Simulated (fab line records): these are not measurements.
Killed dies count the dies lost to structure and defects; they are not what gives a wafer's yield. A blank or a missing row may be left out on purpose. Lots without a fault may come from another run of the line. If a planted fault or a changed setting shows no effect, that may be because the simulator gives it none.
Matching of chambers | flow nand_harc | NHARC_P_ZERO_WELL_ETCH_63 on rie_si-01: 4 sister chambers
The step etches the open film in HBr/Cl2, target depth 120 nm, time 40.1 s. 8 wafers are shown with their chamber, then 7 later ones without.

== WAFERS WITH THEIR CHAMBER ==
wafer  | chamber | drypump_motor_current_A (A) | oes_product_au (a.u.)
L083.5 | 3       | 5.1                         | 0.993
L088.1 | 2       | 5.7                         | 0.999
L088.2 | 1       | 5.1                         | 1.000
L091.1 | 2       | 5.6                         | 0.990
L091.2 | 1       | 5.1                         | 0.998
L091.3 | 0       | 6.2                         | 0.994
L092.1 | 0       | 6.3                         | 0.999
L092.3 | 3       | 5.1                         | 0.986

== WAFERS MISSING THEIR CHAMBER ==
wafer  | drypump_motor_current_A (A) | oes_product_au (a.u.)
L092.4 | 5.1                         | 0.995
L095.2 | 6.3                         | 1.000
L095.5 | 6.3                         | 1.004
L095.6 | 5.1                         | 0.991
L096.1 | 5.6                         | 0.995
L096.5 | 5.1                         | 1.009
L096.6 | 5.6                         | 1.001

== EACH ONE'S CHAMBER ==
wafer  | from the rows above     | in truth
L092.4 | can't be placed: 1 or 3 | 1
L095.2 | 0                       | 0
L095.5 | 0                       | 0
L095.6 | can't be placed: 3 or 1 | 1
L096.1 | 2                       | 2
L096.5 | 1                       | 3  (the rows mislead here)
L096.6 | 2                       | 2
Correctly placed: 4 of 7. These rows do not allow placing 2 (true chamber among the candidates in 2). Wrongly placed: 1.
How it was worked out, from the rows above alone: a wafer's distance from a chamber is the root of the sum, over the readings, of the square of ((its reading less the chamber's mean) divided by the reading's scatter). The wafer belongs to the nearest chamber; if the next one is less than 2 further off, it can't be placed. A chamber's mean is the mean of its shown wafers. The scatter: take each reading less its chamber's mean, square it, sum over the shown wafers, divide by the number of wafers less the number of chambers, and take the root.
